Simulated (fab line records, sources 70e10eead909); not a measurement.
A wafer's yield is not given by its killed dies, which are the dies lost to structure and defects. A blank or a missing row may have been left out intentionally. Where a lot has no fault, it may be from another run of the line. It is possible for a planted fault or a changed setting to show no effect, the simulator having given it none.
fab line records + flow nand-harc
[record]
- lots = 12
- wafers = 36
- last-day = 33
route steps=1302 shown A_BLC@1121 A_BONDPAD@1230 THIN_TSV@1261 END@1302
lots that met no fault: taken from a fault-free run of the same line
start-h: start of the lot's first displayed wafer, in hours after the record's first day + wait-h: time in hours since the lot's previous step + " the same as in the row above + L1.1+2: a row that stands for several wafers + - value missing, or start not given + * or withheld: withheld + < > ~ a bound
route shown NAME@n: a module of which the file shows steps, and the number in the route of the first + usual: mean/standard deviation of fault-free wafers + same: alike in all rows + chamber/n: place in a boat + sites: readings site by site + _std_site: standard deviation across them + _edge_site: inner sites' mean taken away from outer sites' mean + radius-mm: for every site, how far away it sits from the centre of the wafer + mask NAME#n: copy n + behind: the last tool/chamber to shape the wafer + hold: the reason the lot was held/the length of the hold in hours/how it ended + device: the transistor (n, p or np) that didn't switch + end of line: the same wafers' tests at the end of the route + where a step has no rows: the recipe by itself + killed: dies lost to structure and defects at the first sort, not the wafer's yield + map: per-die view of a wafer (x killed, . not killed, _ where there is no die)
set.NAME: the setting the step ran with; set.NAME@STEP: the setting that earlier step ran with + model.NAME: the simulator's own value behind a step, which no gauge read
one table for each step of the route and one row for each wafer, over a sample of lots
services: a tool's chamber out of use, with start hour (start-h, from the record's first day; less than 0 if before it), hours out, and reason
[[steps]]
[step NHARC_A_BLC_ETCH_16]
[recipe]
- target-depth-a = 390
- over-etch-frac = 0.3
- time-s = 65
- ion-energy-ev = 80
- cf4-flow-sccm = 150
- ar-flow-sccm = 0
- rf-w = 300
- bias-w = 100
- chemistry = CF4
[usual]
- drypump-motor-current-A = 6.0/0.47
- oes-product-au = 1.005/0.014
- rf-vpp-V = 151.4/1.3
- showerhead-plenum-p-Torr = 1.78/0.064
- throttle-valve-pct = 13.283/0.01
| lot.wafer | tool        | chamber | start-h | wait-h | drypump-motor-current-A | oes-product-au | rf-hours-counter-h | rf-vpp-V | showerhead-plenum-p-Torr | throttle-valve-pct |
|-----------|-------------|---------|---------|--------|-------------------------|----------------|--------------------|----------|--------------------------|--------------------|
| L962.2    | rie-diel-01 | 0       | 531.65  | 0.1    | 6.0                     | 0.994          | 9                  | 152.5    | 1.84                     | 13.280             |
| L962.4    | "           | 1       | "       | "      | 5.4                     | 1.008          | 8                  | 153.1    | 1.88                     | 13.281             |
| L962.3    | "           | 2       | "       | "      | 6.6                     | 1.015          | 9                  | 150.1    | 1.66                     | 13.277             |
| L963.2    | rie-diel-01 | 3       | 537.75  | 0.1    | 6.2                     | 1.027          | 10                 | 150.9    | 1.72                     | 13.273             |
| L963.3    | "           | 0       | "       | "      | 6.0                     | 1.002          | 9                  | 152.4    | 1.84                     | 13.279             |
| L963.5    | "           | 2       | "       | "      | 6.6                     | 1.026          | -                  | 149.6    | 1.66                     | 13.273             |
| L967.2    | rie-diel-07 | 2       | 584.52  | 0.1    | 6.6                     | 1.001          | 9                  | 150.7    | 1.78                     | 13.290             |
| L967.4    | "           | 0       | "       | "      | 5.6                     | 1.010          | -                  | 151.1    | 1.81                     | 13.294             |
| L967.5    | "           | 2       | "       | "      | 6.5                     | 0.991          | -                  | 150.2    | 1.78                     | 13.279             |
| L968.3    | rie-diel-01 | 1       | 589.16  | 0.1    | 5.4                     | 1.013          | 2                  | 153.2    | 1.87                     | 13.283             |
| L968.4    | "           | 3       | "       | "      | 6.2                     | 1.021          | -                  | 150.5    | 1.72                     | 13.294             |
| L968.6    | "           | 0       | "       | "      | 6.0                     | 1.020          | -                  | 153.1    | 1.84                     | 13.276             |
| L969.4    | rie-diel-01 | 3       | 596.09  | 0.1    | 6.2                     | 1.025          | 3                  | 151.6    | 1.72                     | 13.290             |
| L969.5    | "           | 0       | "       | "      | 6.0                     | 1.008          | -                  | 150.3    | 1.84                     | 13.269             |
| L969.6    | "           | 1       | "       | "      | 5.4                     | 1.024          | -                  | 153.5    | 1.87                     | 13.288             |
| L972.2    | rie-diel-07 | 2       | 618.79  | 0.1    | 6.6                     | 1.002          | 12                 | 152.3    | 1.78                     | 13.296             |
| L972.3    | "           | 3       | "       | "      | 5.9                     | 0.990          | 11                 | 152.1    | 1.79                     | 13.282             |
| L972.4    | "           | 1       | "       | "      | 5.4                     | 1.004          | 11                 | 150.8    | 1.78                     | 13.280             |
| L971.1    | rie-diel-01 | 3       | 622.99  | 0.1    | 6.2                     | 1.017          | 5                  | 150.2    | 1.72                     | 13.275             |
| L971.2    | "           | 2       | "       | "      | 6.6                     | 1.001          | 4                  | 150.8    | 1.66                     | 13.297             |
| L971.6    | "           | 0       | "       | "      | 6.0                     | 0.999          | -                  | 152.5    | 1.84                     | 13.268             |
| L974.1    | rie-diel-01 | 1       | 630.92  | 0.1    | 5.4                     | 1.014          | 5                  | 153.2    | 1.87                     | 13.285             |
| L974.2    | "           | 2       | "       | "      | 6.6                     | 1.004          | 5                  | 148.2    | 1.66                     | 13.280             |
| L974.5    | "           | 3       | "       | "      | 6.3                     | 1.028          | -                  | 150.8    | 1.72                     | 13.273             |
| L980.1    | rie-diel-07 | 2       | 706.85  | 0.1    | 6.6                     | 0.997          | 4                  | 152.3    | 1.78                     | 13.284             |
| L980.2    | "           | 3       | "       | "      | 5.9                     | 0.997          | 4                  | 151.9    | 1.79                     | 13.276             |
| L980.4    | "           | 0       | "       | "      | 5.5                     | 1.025          | 5                  | 152.0    | 1.81                     | 13.301             |
| L981.3    | rie-diel-07 | 1       | 719.83  | 0.1    | 5.4                     | 0.987          | 5                  | 151.4    | 1.78                     | 13.273             |
| L981.1    | "           | 3       | "       | "      | 5.9                     | 0.993          | 6                  | 152.1    | 1.78                     | 13.289             |
| L981.5    | "           | 2       | "       | "      | 6.6                     | 0.981          | -                  | 150.3    | 1.78                     | 13.275             |
| L983.3    | rie-diel-01 | 0       | 724.95  | 0.1    | 6.0                     | 1.005          | 10                 | 151.2    | 1.84                     | 13.264             |
| L983.1    | "           | 3       | "       | "      | 6.2                     | 1.024          | 8                  | 149.8    | 1.71                     | 13.288             |
| L983.4    | "           | 0       | "       | "      | 6.0                     | 0.998          | -                  | 150.5    | 1.83                     | 13.287             |
| L984.2    | rie-diel-07 | 1       | 738.40  | 0.1    | 5.4                     | 0.988          | 8                  | 153.0    | 1.78                     | 13.289             |
| L984.1    | "           | 2       | "       | "      | 6.6                     | 0.990          | 8                  | 152.2    | 1.78                     | 13.289             |
| L984.3    | "           | 3       | "       | "      | 5.9                     | 1.012          | 8                  | 150.5    | 1.78                     | 13.289             |
[step NHARC_A_BONDPAD_ANNEAL_28]
[recipe]
- temp-c = 225
- time-s = 90
[usual]
- wafer_temp_C_max = 226.3/0.46
| lot.wafer | tool          | chamber | start-h | wait-h | wafer_temp_C_max |
|-----------|---------------|---------|---------|--------|------------------|
| L962.2    | rtp-anneal-01 | 0       | 545.93  | -      | 226.9            |
| L962.3    | "             | 0       | "       | "      | 226.6            |
| L962.4    | "             | 0       | "       | "      | 227.0            |
| L963.2    | rtp-anneal-02 | 0       | 552.26  | 0.3    | 226.2            |
| L963.3    | "             | 0       | "       | "      | 226.0            |
| L963.5    | "             | 0       | "       | "      | 225.8            |
| L967.2    | rtp-anneal-02 | 0       | 600.14  | -      | 226.1            |
| L967.4    | "             | 0       | "       | "      | 226.2            |
| L967.5    | "             | 0       | "       | "      | 225.9            |
| L968.3    | rtp-anneal-02 | 0       | 604.34  | 0.3    | 225.6            |
| L968.4    | "             | 0       | "       | "      | 225.6            |
| L968.6    | "             | 0       | "       | "      | 226.0            |
| L969.4    | rtp-anneal-01 | 0       | 610.67  | 0.3    | 227.0            |
| L969.5    | "             | 0       | "       | "      | 227.1            |
| L969.6    | "             | 0       | "       | "      | 226.7            |
| L972.2    | rtp-anneal-02 | 0       | 633.30  | 0.3    | 225.9            |
| L972.3    | "             | 0       | "       | "      | 225.6            |
| L972.4    | "             | 0       | "       | "      | 226.0            |
| L971.1    | rtp-anneal-02 | 0       | 637.89  | -      | 226.0            |
| L971.2    | "             | 0       | "       | "      | 226.3            |
| L971.6    | "             | 0       | "       | "      | 225.6            |
| L974.1    | rtp-anneal-01 | 0       | 645.40  | 0.3    | 226.7            |
| L974.2    | "             | 0       | "       | "      | 226.4            |
| L974.5    | "             | 0       | "       | "      | 226.4            |
| L980.1    | rtp-anneal-01 | 0       | 721.33  | -      | 226.5            |
| L980.2    | "             | 0       | "       | "      | 226.7            |
| L980.4    | "             | 0       | "       | "      | 226.7            |
| L981.1    | rtp-anneal-01 | 0       | 734.63  | -      | 226.9            |
| L981.3    | "             | 0       | "       | "      | 226.5            |
| L981.5    | "             | 0       | "       | "      | 226.7            |
| L983.1    | rtp-anneal-02 | 0       | 740.27  | -      | 225.8            |
| L983.3    | "             | 0       | "       | "      | 225.8            |
| L983.4    | "             | 0       | "       | "      | 225.3            |
| L984.1    | rtp-anneal-01 | 0       | 752.69  | -      | 227.1            |
| L984.2    | "             | 0       | "       | "      | 227.9            |
| L984.3    | "             | 0       | "       | "      | 226.8            |
[step NHARC_A_BONDPAD_THK_MEAS_20]
[recipe]
- thk-meas-gauge = xrf
[usual]
- thk-nm = 170.2/1.5
| lot.wafer | tool          | chamber | start-h | wait-h | thk-nm |
|-----------|---------------|---------|---------|--------|--------|
| L962.2    | film-metro-01 | -       | 546.54  | -      | 172.3  |
| L962.3    | "             | -       | "       | "      | 169.1  |
| L962.4    | "             | -       | "       | "      | 170.1  |
| L963.2    | film-metro-02 | -       | 552.88  | -      | 171.8  |
| L963.3    | "             | -       | "       | "      | 169.7  |
| L963.5    | "             | -       | "       | "      | 169.0  |
| L967.2    | film-metro-02 | -       | 600.75  | -      | 172.1  |
| L967.4    | "             | -       | "       | "      | 171.1  |
| L967.5    | "             | -       | "       | "      | 170.7  |
| L968.3    | film-metro-02 | -       | 604.91  | -      | 171.8  |
| L968.4    | "             | -       | "       | "      | 170.8  |
| L968.6    | "             | -       | "       | "      | 172.0  |
| L969.4    | film-metro-01 | -       | 611.18  | -      | 168.1  |
| L969.5    | "             | -       | "       | "      | 170.3  |
| L969.6    | "             | -       | "       | "      | 169.1  |
| L972.2    | film-metro-02 | -       | 633.92  | -      | 169.2  |
| L972.3    | "             | -       | "       | "      | 171.7  |
| L972.4    | "             | -       | "       | "      | 170.3  |
| L971.1    | film-metro-02 | -       | 638.55  | -      | 169.2  |
| L971.2    | "             | -       | "       | "      | 169.0  |
| L971.6    | "             | -       | "       | "      | 169.5  |
| L974.1    | film-metro-01 | -       | 646.06  | -      | 172.2  |
| L974.2    | "             | -       | "       | "      | 169.1  |
| L974.5    | "             | -       | "       | "      | 168.7  |
| L980.1    | film-metro-02 | -       | 722.00  | -      | 169.7  |
| L980.2    | "             | -       | "       | "      | 170.1  |
| L980.4    | "             | -       | "       | "      | 166.1  |
| L981.1    | film-metro-02 | -       | 735.29  | -      | 168.8  |
| L981.3    | "             | -       | "       | "      | 172.1  |
| L981.5    | "             | -       | "       | "      | 169.3  |
| L983.1    | film-metro-02 | -       | 740.94  | -      | 171.4  |
| L983.3    | "             | -       | "       | "      | 170.2  |
| L983.4    | "             | -       | "       | "      | 174.0  |
| L984.1    | film-metro-02 | -       | 753.37  | -      | 170.4  |
| L984.2    | "             | -       | "       | "      | 169.4  |
| L984.3    | "             | -       | "       | "      | 170.4  |
[step NHARC_THIN_TSV_DESCUM_14]
[recipe]
- time-s = 3
- o2-flow-sccm = 200
- ar-flow-sccm = 0
- bias-power-w = 0
- chemistry = O2
[usual]
- drypump-motor-current-A = 5.9/0.37
- o2-flow-sccm = 200.0/0.61
- oes-product-au = 1.006/0.013
- rf-vpp-V = 57.7/0.9
- showerhead-plenum-p-Torr = 1.90/0.087
- throttle-valve-pct = 11.312/0.0094
| lot.wafer | tool        | chamber | start-h | wait-h | drypump-motor-current-A | o2-flow-sccm | oes-product-au | rf-hours-counter-h | rf-vpp-V | showerhead-plenum-p-Torr | throttle-valve-pct |
|-----------|-------------|---------|---------|--------|-------------------------|--------------|----------------|--------------------|----------|--------------------------|--------------------|
| L962.2    | rie-diel-01 | 0       | 579.88  | -      | 6.0                     | 199.6        | 0.997          | 0.5                | 58.1     | 1.99                     | 11.287             |
| L962.3    | "           | 1       | "       | "      | 5.4                     | 200.9        | 1.020          | 0.5                | 59.6     | 2.04                     | 11.305             |
| L962.4    | "           | 3       | "       | "      | 6.2                     | 199.2        | 1.028          | 0.5                | 57.4     | 1.85                     | 11.319             |
| L963.3    | rie-diel-01 | 0       | 582.28  | -      | 6.0                     | 200.6        | 1.011          | 1.2                | 58.7     | 1.99                     | 11.308             |
| L963.2    | "           | 2       | "       | "      | 6.6                     | 199.2        | 1.003          | 1.1                | 57.8     | 1.78                     | 11.308             |
| L963.5    | "           | 0       | "       | "      | 6.0                     | 199.4        | 1.003          | -                  | 58.4     | 1.99                     | 11.316             |
| L967.2    | rie-diel-10 | 0       | 613.73  | -      | 5.9                     | 200.4        | 1.010          | 0.2                | 57.3     | 1.94                     | 11.313             |
| L967.4    | "           | 1       | "       | "      | 5.3                     | 200.1        | 0.995          | 0.3                | 55.9     | 1.78                     | 11.310             |
| L967.5    | "           | 3       | "       | "      | 5.9                     | 200.1        | 0.989          | -                  | 57.4     | 1.97                     | 11.320             |
| L968.3    | rie-diel-01 | 3       | 617.27  | -      | 6.2                     | 199.5        | 1.027          | 4.4                | 58.3     | 1.85                     | 11.314             |
| L968.4    | "           | 0       | "       | "      | 6.0                     | 200.3        | 0.992          | 4.0                | 58.5     | 1.99                     | 11.306             |
| L968.6    | "           | 2       | "       | "      | 6.6                     | 200.4        | 0.997          | -                  | 57.8     | 1.78                     | 11.297             |
| L969.4    | rie-diel-08 | 3       | 624.16  | -      | 5.7                     | 200.1        | 1.008          | 1.7                | 57.7     | 1.79                     | 11.319             |
| L969.5    | "           | 3       | "       | "      | 5.7                     | 200.0        | 1.010          | -                  | 57.7     | 1.79                     | 11.312             |
| L969.6    | "           | 0       | "       | "      | 5.7                     | 199.8        | 0.998          | -                  | 58.6     | 1.97                     | 11.314             |
| L972.3    | rie-diel-10 | 3       | 648.36  | -      | 5.9                     | 201.4        | 1.009          | 2.4                | 58.0     | 1.97                     | 11.316             |
| L972.2    | "           | 0       | "       | "      | 5.9                     | 199.9        | 1.011          | 2.5                | 57.5     | 1.94                     | 11.325             |
| L972.4    | "           | 1       | "       | "      | 5.4                     | 199.9        | 1.011          | 2.1                | 58.0     | 1.78                     | 11.321             |
| L971.2    | rie-diel-01 | 0       | 649.52  | -      | 6.0                     | 198.7        | 0.993          | 6.2                | 59.2     | 1.99                     | 11.312             |
| L971.1    | "           | 1       | "       | "      | 5.4                     | 201.0        | 1.013          | 5.8                | 56.7     | 2.04                     | 11.306             |
| L971.6    | "           | 0       | "       | "      | 6.1                     | 200.1        | 1.003          | -                  | 58.3     | 1.99                     | 11.312             |
| L974.1    | rie-diel-01 | 0       | 659.02  | -      | 6.0                     | 199.4        | 1.004          | 6.8                | 57.8     | 1.99                     | 11.328             |
| L974.2    | "           | 2       | "       | "      | 6.5                     | 199.6        | 0.999          | 6.3                | 56.8     | 1.78                     | 11.329             |
| L974.5    | "           | 0       | "       | "      | 6.0                     | 198.2        | 1.002          | -                  | 59.0     | 1.99                     | 11.311             |
| L980.2    | rie-diel-10 | 0       | 737.01  | -      | 5.9                     | 200.8        | 1.011          | 7.3                | 57.3     | 1.94                     | 11.292             |
| L980.1    | "           | 1       | "       | "      | 5.4                     | 200.1        | 1.010          | 6.8                | 57.6     | 1.78                     | 11.329             |
| L980.4    | "           | 2       | "       | "      | 5.5                     | 201.1        | 0.991          | 7.5                | 58.3     | 1.88                     | 11.323             |
| L981.3    | rie-diel-01 | 1       | 747.90  | -      | 5.4                     | 201.8        | 0.986          | 0.7                | 57.7     | 2.03                     | 11.312             |
| L981.1    | "           | 2       | "       | "      | 6.6                     | 201.2        | 1.010          | 0.6                | 57.7     | 1.78                     | 11.315             |
| L981.5    | "           | 1       | "       | "      | 5.4                     | 200.4        | 0.989          | -                  | 59.3     | 2.03                     | 11.331             |
| L983.1    | rie-diel-01 | 0       | 760.45  | -      | 6.0                     | 200.6        | 1.019          | 1.6                | 59.4     | 1.99                     | 11.316             |
| L983.3    | "           | 2       | "       | "      | 6.6                     | 200.1        | 1.018          | 1.5                | 56.6     | 1.78                     | 11.311             |
| L983.4    | "           | 3       | "       | "      | 6.2                     | 200.8        | 0.992          | -                  | 56.5     | 1.85                     | 11.305             |
| L984.3    | rie-diel-08 | 2       | 765.71  | -      | 5.8                     | 200.7        | 0.976          | 1.2                | 58.5     | 1.94                     | 11.305             |
| L984.2    | "           | 3       | "       | "      | 5.7                     | 199.2        | 0.988          | 1.2                | 57.8     | 1.79                     | 11.313             |
| L984.1    | "           | 1       | "       | "      | 6.0                     | 200.3        | 1.004          | 1.1                | 58.6     | 1.87                     | 11.315             |
[step NHARC_END_SORT_01]
[recipe]
- temp-c = 25
[usual]
- killed-at-array = 59/21
- killed-at-other = 1.0/1.1
- killed-at-periphery = 4.0/2.6
- killed-dies = 64/21
- killed-open = 3.2/1.7
- killed-short = 2.5/1.5
[same]
- gross-dies = 677
| lot.wafer | tool      | chamber | start-h | wait-h | killed-at-array | killed-at-other | killed-at-periphery | killed-dies | killed-open | killed-short |
|-----------|-----------|---------|---------|--------|-----------------|-----------------|---------------------|-------------|-------------|--------------|
| L971.1    | prober-02 | 0       | 663.34  | 2.5    | 159             | 2               | 6                   | 167         | 4           | 1            |
| L971.2    | prober-02 | 0       | 664.15  | 2.8    | 154             | 1               | 4                   | 159         | 0           | 3            |
| L971.6    | prober-02 | 0       | 667.38  | 4.0    | 105             | 1               | 9                   | 115         | 4           | 1            |
| L974.1    | prober-02 | 0       | 673.42  | 2.5    | 119             | 1               | 3                   | 123         | 3           | 3            |
| L974.2    | prober-02 | 0       | 674.22  | 2.8    | 144             | 2               | 1                   | 147         | 1           | 1            |
| L974.5    | prober-02 | 0       | 676.64  | 3.7    | 157             | 1               | 3                   | 161         | 1           | 1            |
// killed by level:class
L971.1 A_BLC:unspecified=112 A_CHANNEL_HOLE_D1:chamber-film-flake=35 P_GATE:chamber-film-flake=5 A_SLIT:chamber-film-flake=4 A_STAIRCASE:chamber-film-flake=2 THIN_TSV:chamber-film-flake=2 P_M1:geometric-particle:open=1 A_ONON_D1:geometric-particle:open=1
L971.2 A_BLC:unspecified=108 A_CHANNEL_HOLE_D1:chamber-film-flake=34 A_CONTACT:chamber-film-flake=3 P_GATE:chamber-film-flake=2 A_CHANNEL_FILL_D1:chamber-film-flake=2 A_CHANNEL_FILL_D2:chamber-film-flake=2 P_M0:geometric-particle:short=1 A_ONON_D1:geometric-particle:short=1
L971.6 A_BLC:unspecified=85 P_GATE:chamber-film-flake=6 A_CHANNEL_HOLE_D1:chamber-film-flake=5 P_M0:geometric-particle:open=2 A_DECK1_JOINT:chamber-film-flake=2 A_STAIRCASE:chamber-film-flake=2 A_SLIT:chamber-film-flake=2 A_CONTACT:chamber-film-flake=2
L974.1 A_BLC:unspecified=39 A_CHANNEL_HOLE_D1:chamber-film-flake=34 A_SLIT:chamber-film-flake=26 A_CHANNEL_HOLE_D2:chamber-film-flake=14 P_CONTACT:geometric-particle:open=1 A_SOURCE_PLATE:geometric-particle:open=1 A_ONON_D1:geometric-particle:short=1 A_ONON_D2:geometric-particle:open=1
L974.2 A_BLC:unspecified=98 A_CHANNEL_HOLE_D1:chamber-film-flake=32 A_SLIT:chamber-film-flake=7 A_CHANNEL_HOLE_D2:chamber-film-flake=3 THIN_TSV:chamber-film-flake=2 A_CONTACT:chamber-film-flake=2 A_DECK1_JOINT:geometric-particle:short=1 A_ONON_D2:geometric-particle:open=1
L974.5 A_BLC:unspecified=101 A_CHANNEL_HOLE_D1:chamber-film-flake=30 A_CHANNEL_HOLE_D2:chamber-film-flake=15 A_SLIT:chamber-film-flake=8 P_GATE:geometric-particle:open=1 A_CHANNEL_FILL_D2:geometric-particle:short=1 P_ZERO_WELL:chamber-film-flake=1 P_GATE:chamber-film-flake=1
[[services]]
| tool          | chamber | start-h | hours | kind   |
|---------------|---------|---------|-------|--------|
| rie-diel-10   | 2       | 509.50  | 4.9   | repair |
| rie-diel-07   | 2       | 516.20  | 3.2   | repair |
| rie-diel-08   | 3       | 517.11  | 3.8   | repair |
| rie-diel-08   | 0       | 539.60  | 12.1  | repair |
| rie-diel-08   | 3       | 543.47  | 12.1  | repair |
| rie-diel-08   | -       | 544.80  | 9.0   | pm     |
| rie-diel-01   | 0       | 555.35  | 1.4   | repair |
| rie-diel-01   | -       | 557.80  | 9.0   | pm     |
| rie-diel-07   | 1       | 582.54  | 3.6   | repair |
| rie-diel-01   | 2       | 585.60  | 7.8   | repair |
| rie-diel-10   | -       | 596.50  | 9.0   | pm     |
| rie-diel-07   | 3       | 603.12  | 7.9   | repair |
| rie-diel-01   | 3       | 637.68  | 29.2  | repair |
| rie-diel-07   | 3       | 644.79  | 21.4  | repair |
| rie-diel-08   | 0       | 646.73  | 6.9   | repair |
| rie-diel-07   | -       | 648.26  | 9.0   | pm     |
| rie-diel-08   | 2       | 661.13  | 18.0  | repair |
| rie-diel-01   | 0       | 662.68  | 1.5   | repair |
| rie-diel-08   | 0       | 683.28  | 12.3  | repair |
| rie-diel-01   | 1       | 721.26  | 5.0   | repair |
| rie-diel-01   | -       | 734.80  | 9.0   | pm     |
| rie-diel-10   | 3       | 738.52  | 5.7   | repair |
| rtp-anneal-02 | -       | 744.00  | 12.0  | pm     |
| rie-diel-01   | 1       | 758.54  | 9.4   | repair |
[[key]]
[first-sign]
- step = NHARC_END_SORT_01
- reading = killed-dies
- direction = up
- sigmas = 3.8
- usual = 64
- struck = 145
- wafers-moved = 5
[effect]
- step = NHARC_END_SORT_01
- reading = killed-at-array
- direction = up
- sigmas = 3.8
- usual = 59
- struck = 140
- wafers-moved = 5
[more-kills-born-at]
- NHARC_A_BLC_ETCH_16@rie-diel-01 = 541
met-at NHARC_A_BLC_ETCH_16
struck-lots L971,L974
tester-left-out L971,L974
not-acting-at NHARC_A_BONDPAD_ANNEAL_28,NHARC_A_BONDPAD_THK_MEAS_20,NHARC_THIN_TSV_DESCUM_14
onset-between 596.09 622.99
[fault]
- kind = chamber-particle-source
- tool = rie-diel-01
- chamber = -
- onset-h = 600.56
- steps = NHARC_A_BLC_ETCH_16
- rate-per-visit-cm2 = 2.1826
- end-h = 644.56
// tester-left-out: of these lots the tester's yield and bins aren't shown, on N5 and GAA mostly nor the transistor test; their killed dies are dies lost to structure and defects alone, not to doping, threshold or leakage, so they don't give the yield
